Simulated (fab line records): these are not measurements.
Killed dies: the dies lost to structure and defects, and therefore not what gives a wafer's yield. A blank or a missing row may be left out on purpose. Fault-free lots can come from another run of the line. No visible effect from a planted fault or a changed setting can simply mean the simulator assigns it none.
Which of the tools did it?	flow n5_finfet	23 lots, 69 wafers sampled, at 6 steps of a route of 1938

## WHAT EACH GAUGE READ, for each wafer
The record holds no reading of a measuring or inspecting step that can be judged against a usual standard deviation.

## WHAT TOOL EACH LOT RAN ON (gives the tool, then ch and the chambers of the sampled wafers, and finally the start)
lot	N5_PMOS_HMC_CHANNEL_EPI_DESCUM_14	N5_PMOS_HMC_CHANNEL_EPI_STRIP_33	N5_PMOS_HMC_CHANNEL_EPI_ETCH_38	N5_PMOS_HMC_CHANNEL_EPI_CMP_21	N5_FIN_SAQP_MANDREL_ETCH_22	N5_FIN_SAQP_ETCH_67
L074	rie_diel-03 ch 1,2,3, day 1 17:28	rie_diel-03 ch 1,2,3, day 1 17:36	rie_si-05 ch 1,2,3, day 1 17:54	cmp-03 ch 0,3, day 1 19:26	rie_si-04 ch 0,3, day 1 22:35	rie_diel-02 ch 0,2,3, day 2 01:20
L075	rie_diel-06 ch 0,1, day 1 23:26	rie_diel-06 ch 0,1, day 1 23:34	rie_si-05 ch 0,3, day 1 23:52	cmp-03 ch 0,2, day 2 01:24	rie_si-04 ch 0,2, day 2 03:47	rie_diel-01 ch 1,3, day 2 06:19
L076	rie_diel-05 ch 0,1,2, day 2 05:37	rie_diel-05 ch 0,1,2, day 2 05:45	rie_si-05 ch 0,1,2, day 2 06:04	cmp-04 ch 0,2,3, day 2 07:59	rie_si-02 ch 1,2,3, day 2 10:22	rie_diel-02 ch 0,1,3, day 2 12:52
L077	rie_diel-03 ch 0,1,3, day 2 11:32	rie_diel-03 ch 0,1,3, day 2 11:40	rie_si-05 ch 0,2, day 2 11:58	cmp-03 ch 0,2, day 2 13:30	rie_si-01 ch 0,1,3, day 2 16:14	rie_diel-04 ch 0,2,3, day 2 19:32
L078	rie_diel-05 ch 0,1,2, day 2 17:27	rie_diel-05 ch 0,1,2, day 2 17:35	rie_si-06 ch 1,2,3, day 2 17:53	cmp-03 ch 0,2,3, day 2 19:25	rie_si-02 ch 0,2,3, day 2 22:01	rie_diel-01 ch 1,2,3, day 3 01:04
L079	rie_diel-06 ch 1,2,3, day 3 00:16	rie_diel-06 ch 1,2,3, day 3 00:24	rie_si-03 ch 0,1,2, day 3 00:43	cmp-03 ch 0,1,3, day 3 02:14	rie_si-01 ch 0,2,3, day 3 05:01	rie_diel-01 ch 0,2,3, day 3 07:37
L080	rie_diel-05 ch 0,1,2, day 3 05:11	rie_diel-05 ch 0,1,2, day 3 05:19	rie_si-05 ch 0,1,2, day 3 05:38	cmp-03 ch 1,2,3, day 3 07:09	rie_si-04 ch 1,2,3, day 3 09:58	rie_diel-04 ch 0,1,3, day 3 12:34
L081	rie_diel-06 ch 1,2,3, day 3 11:18	rie_diel-06 ch 1,2,3, day 3 11:26	rie_si-06 ch 0,1,3, day 3 11:44	cmp-02 ch 0,1, day 3 13:18	rie_si-04 ch 0,2,3, day 3 15:52	rie_diel-02 ch 0,3, day 3 18:38
L082	rie_diel-05 ch 0,2,3, day 3 17:32	rie_diel-05 ch 0,2,3, day 3 17:41	rie_si-03 ch 0,1,3, day 3 17:59	cmp-02 ch 0,2,3, day 3 20:03	rie_si-04 ch 0,1,2, day 3 22:39	rie_diel-02 ch 1,2,3, day 4 01:27
L083	rie_diel-03 ch 0,1, day 3 23:53	rie_diel-03 ch 0,1, day 4 00:01	rie_si-05 ch 0,2, day 4 00:20	cmp-04 ch 1,2, day 4 01:52	rie_si-01 ch 0,2, day 4 04:58	rie_diel-02 ch 0,1,2, day 4 07:30
L084	rie_diel-05 ch 0,1, day 4 05:58	rie_diel-05 ch 0,1, day 4 06:07	rie_si-05 ch 0,1,2, day 4 06:26	cmp-03 ch 0,3, day 4 08:02	rie_si-04 ch 2,3, day 4 10:46	rie_diel-04 ch 0,3, day 4 13:16
L085	rie_diel-05 ch 0,3, day 4 12:15	rie_diel-05 ch 0,3, day 4 12:23	rie_si-05 ch 1,2, day 4 12:41	cmp-03 ch 1,2, day 4 14:21	rie_si-04 ch 1,2, day 4 17:01	rie_diel-01 ch 0,1,3, day 4 19:44
L086	rie_diel-06 ch 0,1,3, day 4 17:05	rie_diel-06 ch 0,1,3, day 4 17:13	rie_si-05 ch 0,1,3, day 4 17:44	cmp-02 ch 1,2,3, day 4 19:42	rie_si-04 ch 0,2, day 4 22:41	rie_diel-02 ch 0,1,3, day 5 02:18
L087	rie_diel-03 ch 1,3, day 4 23:55	rie_diel-03 ch 1,3, day 5 00:02	rie_si-05 ch 1,3, day 5 00:33	cmp-03 ch 1,2, day 5 02:07	rie_si-01 ch 0,1, day 5 05:40	rie_diel-02 ch 0,1,3, day 5 09:20
L088	rie_diel-06 ch 0,1,2, day 5 05:38	rie_diel-06 ch 0,1,2, day 5 05:46	rie_si-06 ch 0,2,3, day 5 06:04	cmp-03 ch 1,2, day 5 07:44	rie_si-04 ch 0,1, day 5 10:50	rie_diel-04 ch 0,2,3, day 5 13:33
L089	rie_diel-03 ch 0,3, day 5 11:44	rie_diel-03 ch 0,3, day 5 11:52	rie_si-05 ch 0,3, day 5 12:10	cmp-04 ch 2,3, day 5 14:40	rie_si-04 ch 1,2, day 5 17:11	rie_diel-01 ch 1,2,3, day 5 19:49
L090	rie_diel-05 ch 0,1, day 5 18:20	rie_diel-05 ch 0,1, day 5 18:28	rie_si-05 ch 1,2, day 5 18:46	cmp-03 ch 0,1,3, day 5 20:24	rie_si-04 ch 0,3, day 5 23:07	rie_diel-01 ch 0,1,3, day 6 01:40
L091	rie_diel-03 ch 1,2, day 5 23:14	rie_diel-03 ch 1,2, day 5 23:22	rie_si-06 ch 0,1, day 5 23:41	cmp-04 ch 1,2, day 6 01:12	rie_si-02 ch 0,1,2, day 6 03:49	rie_diel-02 ch 0,2, day 6 06:29
L092	rie_diel-03 ch 0,1, day 6 05:19	rie_diel-03 ch 0,1, day 6 05:26	rie_si-05 ch 0,2,3, day 6 05:57	cmp-03 ch 0,1, day 6 09:12	rie_si-04 ch 1,3, day 6 11:53	rie_diel-02 ch 0,1,3, day 6 14:25
L093	rie_diel-03 ch 0,3, day 6 11:14	rie_diel-03 ch 0,3, day 6 11:22	rie_si-05 ch 1,2,3, day 6 11:41	cmp-03 ch 2,3, day 6 13:20	rie_si-04 ch 0,1,2, day 6 17:45	rie_diel-01 ch 0,3, day 6 20:26
L095	rie_diel-05 ch 2,3, day 7 00:27	rie_diel-05 ch 2,3, day 7 00:35	rie_si-05 ch 0,1,3, day 7 00:53	cmp-02 ch 2,3, day 7 02:25	rie_si-04 ch 1,3, day 7 05:25	rie_diel-02 ch 1,2,3, day 7 08:20
L096	rie_diel-03 ch 2,3, day 7 05:24	rie_diel-03 ch 2,3, day 7 05:32	rie_si-03 ch 0,2,3, day 7 05:50	cmp-03 ch 0,1,3, day 7 07:51	rie_si-04 ch 0, day 7 10:58	rie_diel-01 ch 1,3, day 7 13:40
L097	rie_diel-05 ch 0,1,3, day 7 11:30	rie_diel-05 ch 0,1,3, day 7 11:38	rie_si-05 ch 0,1,3, day 7 11:56	cmp-04 ch 1,3, day 7 13:30	rie_si-04 ch 0,1, day 7 16:06	rie_diel-01 ch 0,1,2, day 7 18:46
- N5_PMOS_HMC_CHANNEL_EPI_DESCUM_14: chemistry O2, time 7.9 s.
- N5_PMOS_HMC_CHANNEL_EPI_STRIP_33: strips in N2/H2.
- N5_PMOS_HMC_CHANNEL_EPI_ETCH_38: etches SiO2 in CF4, target depth 1.5 nm.
- N5_PMOS_HMC_CHANNEL_EPI_CMP_21: polishes SiGe30, target thk 54 nm.
- N5_FIN_SAQP_MANDREL_ETCH_22: etches a-Si in HBr/Cl2, stops on SiNx, target depth 60 nm, bt time 10 s, time 30 s.
- N5_FIN_SAQP_ETCH_67: etches SiNx in CH3F/O2, target depth 30 nm.

## WHAT THE TOOLS THEMSELVES READ (means of the sampled wafers that have a number; where no wafer has one, the mark that the record gives instead)
N5_PMOS_HMC_CHANNEL_EPI_DESCUM_14.
lot	tool	drypump_motor_current_A (A)	oes_product_au (a.u.)	rf_vpp_V (V)	showerhead_plenum_p_Torr (Torr)	throttle_valve_pct (%)
L074	rie_diel-03	6.0	0.75	244.5	2.16	20.62
L075	rie_diel-06	5.7	0.72	244.4	2.20	20.34
L076	rie_diel-05	5.6	0.76	244.5	2.19	20.31
L077	rie_diel-03	6.1	0.73	244.5	2.17	20.51
L078	rie_diel-05	5.6	0.76	243.9	2.19	20.32
L079	rie_diel-06	5.9	0.78	242.9	2.08	20.41
L080	rie_diel-05	5.6	0.76	244.9	2.18	20.32
L081	rie_diel-06	5.9	0.76	243.2	2.08	20.42
L082	rie_diel-05	5.9	0.74	244.6	2.15	20.33
L083	rie_diel-03	6.1	0.73	245.4	2.16	20.40
L084	rie_diel-05	5.2	0.76	244.4	2.18	20.28
L085	rie_diel-05	5.5	0.74	243.7	2.15	20.28
L086	rie_diel-06	5.5	0.73	243.1	2.14	20.46
L087	rie_diel-03	6.2	0.70	243.8	2.15	20.57
L088	rie_diel-06	6.0	0.75	243.6	2.14	20.42
L089	rie_diel-03	5.9	0.72	244.0	2.16	20.51
L090	rie_diel-05	5.2	0.75	245.1	2.18	20.29
L091	rie_diel-03	6.1	0.72	244.1	2.15	20.58
L092	rie_diel-03	6.1	0.71	244.3	2.16	20.43
L093	rie_diel-03	5.9	0.72	244.9	2.16	20.52
L095	rie_diel-05	6.1	0.69	243.0	2.11	20.48
L096	rie_diel-03	5.8	0.71	243.1	2.15	20.78
L097	rie_diel-05	5.5	0.71	244.1	2.14	20.44

N5_PMOS_HMC_CHANNEL_EPI_STRIP_33.
lot	tool	drypump_motor_current_A (A)	oes_product_au (a.u.)	rf_vpp_V (V)	showerhead_plenum_p_Torr (Torr)	throttle_valve_pct (%)
L074	rie_diel-03	6.0	0.75	55.0	3.49	19.6
L075	rie_diel-06	5.7	0.72	54.7	3.48	18.7
L076	rie_diel-05	5.6	0.76	55.3	3.51	19.0
L077	rie_diel-03	6.1	0.72	53.7	3.51	19.6
L078	rie_diel-05	5.6	0.75	54.5	3.51	19.1
L079	rie_diel-06	5.9	0.77	53.5	3.31	18.8
L080	rie_diel-05	5.6	0.77	52.5	3.51	19.1
L081	rie_diel-06	5.8	0.77	55.0	3.31	18.8
L082	rie_diel-05	6.0	0.73	55.3	3.45	19.1
L083	rie_diel-03	6.1	0.72	54.1	3.51	19.3
L084	rie_diel-05	5.2	0.77	53.6	3.50	18.8
L085	rie_diel-05	5.6	0.73	53.1	3.44	18.8
L086	rie_diel-06	5.5	0.73	53.0	3.38	18.7
L087	rie_diel-03	6.2	0.69	53.4	3.50	19.6
L088	rie_diel-06	6.1	0.75	55.2	3.40	18.9
L089	rie_diel-03	5.9	0.73	55.2	3.51	19.6
L090	rie_diel-05	5.3	0.75	54.7	3.50	18.8
L091	rie_diel-03	6.2	0.73	54.8	3.46	19.4
L092	rie_diel-03	6.1	0.71	53.7	3.50	19.3
L093	rie_diel-03	5.9	0.71	54.6	3.51	19.6
L095	rie_diel-05	6.2	0.70	54.4	3.38	19.4
L096	rie_diel-03	5.8	0.72	57.4	3.47	19.9
L097	rie_diel-05	5.5	0.71	54.4	3.44	19.1

N5_PMOS_HMC_CHANNEL_EPI_ETCH_38.
lot	tool	drypump_motor_current_A (A)	oes_product_au (a.u.)	throttle_valve_pct (%)
L074	rie_si-05	5.7	1.002	21.94
L075	rie_si-05	5.8	1.012	21.71
L076	rie_si-05	5.4	1.018	21.95
L077	rie_si-05	5.2	0.998	21.94
L078	rie_si-06	5.4	1.015	21.90
L079	rie_si-03	5.6	1.009	21.96
L080	rie_si-05	5.4	1.018	21.94
L081	rie_si-06	5.4	1.028	21.71
L082	rie_si-03	6.1	1.014	22.11
L083	rie_si-05	5.2	0.997	21.94
L084	rie_si-05	5.4	1.007	21.95
L085	rie_si-05	5.5	1.024	22.07
L086	rie_si-05	5.8	1.015	21.82
L087	rie_si-05	6.1	1.013	21.81
L088	rie_si-06	5.5	0.996	22.04
L089	rie_si-05	6.0	0.998	21.70
L090	rie_si-05	5.3	1.000	22.05
L091	rie_si-06	5.5	1.020	21.71
L092	rie_si-05	5.6	1.003	21.82
L093	rie_si-05	5.7	0.999	21.92
L095	rie_si-05	5.9	1.021	21.83
L096	rie_si-03	5.9	0.995	21.82
L097	rie_si-05	5.8	1.016	21.82

N5_PMOS_HMC_CHANNEL_EPI_CMP_21.
lot	tool	motor_current_A (A)	slurry_filter_dp_kPa (kPa)
L074	cmp-03	10.7	13.57
L075	cmp-03	11.2	13.50
L076	cmp-04	11.0	13.53
L077	cmp-03	11.6	13.45
L078	cmp-03	11.0	13.63
L079	cmp-03	11.4	13.56
L080	cmp-03	11.8	13.47
L081	cmp-02	12.8	13.42
L082	cmp-02	11.6	13.37
L083	cmp-04	11.4	13.49
L084	cmp-03	10.8	13.55
L085	cmp-03	12.1	13.50
L086	cmp-02	11.5	13.51
L087	cmp-03	12.7	13.53
L088	cmp-03	12.5	13.40
L089	cmp-04	11.1	13.37
L090	cmp-03	11.4	13.42
L091	cmp-04	11.1	13.41
L092	cmp-03	12.4	13.51
L093	cmp-03	10.8	13.53
L095	cmp-02	10.5	13.47
L096	cmp-03	11.6	13.52
L097	cmp-04	11.2	13.29

N5_FIN_SAQP_MANDREL_ETCH_22.
lot	tool	drypump_motor_current_A (A)	oes_product_au (a.u.)	throttle_valve_pct (%)
L074	rie_si-04	5.3	0.766	35.1
L075	rie_si-04	4.9	0.785	35.1
L076	rie_si-02	5.4	0.754	35.4
L077	rie_si-01	5.8	0.756	35.3
L078	rie_si-02	5.3	0.769	35.6
L079	rie_si-01	5.9	0.773	34.9
L080	rie_si-04	5.3	0.777	35.1
L081	rie_si-04	5.1	0.767	35.1
L082	rie_si-04	5.3	0.769	35.2
L083	rie_si-01	5.9	0.777	34.5
L084	rie_si-04	5.0	0.773	34.9
L085	rie_si-04	5.5	0.776	35.3
L086	rie_si-04	4.9	0.769	35.1
L087	rie_si-01	5.7	0.764	35.3
L088	rie_si-04	5.7	0.754	35.3
L089	rie_si-04	5.1	0.788	35.1
L090	rie_si-04	5.2	0.772	35.0
L091	rie_si-02	5.3	0.766	35.4
L092	rie_si-04	5.7	0.771	35.3
L093	rie_si-04	5.3	0.763	35.2
L095	rie_si-04	5.4	0.793	35.1
L096	rie_si-04	5.3	0.756	35.2
L097	rie_si-04	5.5	0.766	35.3

N5_FIN_SAQP_ETCH_67.
lot	tool	drypump_motor_current_A (A)	oes_product_au (a.u.)	rf_vpp_V (V)	showerhead_plenum_p_Torr (Torr)	throttle_valve_pct (%)
L074	rie_diel-02	6.2	0.72	304	1.99	16.5
L075	rie_diel-01	5.0	0.79	296	2.04	15.9
L076	rie_diel-02	5.9	0.78	298	1.97	16.3
L077	rie_diel-04	5.5	0.79	300	2.04	16.3
L078	rie_diel-01	5.3	0.75	300	2.05	16.2
L079	rie_diel-01	5.4	0.77	298	2.06	16.2
L080	rie_diel-04	5.6	0.71	293	1.99	16.6
L081	rie_diel-02	6.1	0.73	299	1.99	16.7
L082	rie_diel-02	5.9	0.75	304	1.98	16.2
L083	rie_diel-02	5.9	0.75	302	1.96	16.3
L084	rie_diel-04	5.8	0.70	298	2.00	16.6
L085	rie_diel-01	5.3	0.75	306	2.06	16.1
L086	rie_diel-02	5.9	0.76	299	1.96	16.4
L087	rie_diel-02	5.9	0.76	299	1.96	16.4
L088	rie_diel-04	5.5	0.76	300	2.03	16.4
L089	rie_diel-01	5.3	0.82	300	2.05	16.1
L090	rie_diel-01	5.3	0.74	305	2.06	16.1
L091	rie_diel-02	6.2	0.98	303	1.96	16.2
L092	rie_diel-02	5.9	0.84	299	1.96	16.3
L093	rie_diel-01	5.1	0.78	295	2.03	16.0
L095	rie_diel-02	5.9	0.81	303	1.97	16.1
L096	rie_diel-01	5.0	0.84	296	2.02	15.9
L097	rie_diel-01	5.6	0.86	310	2.06	16.1

## THE ANSWER, worked out from the rows above alone
Rule: the lots themselves supply what counts as usual. Put in order of their means at a reading, lots are off if they are a third of the lots or fewer, leave a main group of 4 or more, and stand apart from it by a gap of 3 or more times the standard deviation of the main group's means; of several such gaps the widest counts. The tables above print the reading to a certain number of digits; a main group whose means all agree to those digits is not used. A lot without any number at a reading at which 4 lots or more have one is off too. Where the step has rows for the other lots, those lots are counted as sound. First the gauges in route order, then the tools' own readings, where a lot's mean is used as printed above. The first step at which some lot is off is used, and at that step the reading that is off furthest; a lot without a number counts as furthest.
Nothing can be told from this: no lot is off at any reading shown.

## WHAT HAD BEEN PUT IN BY THE SIMULATOR
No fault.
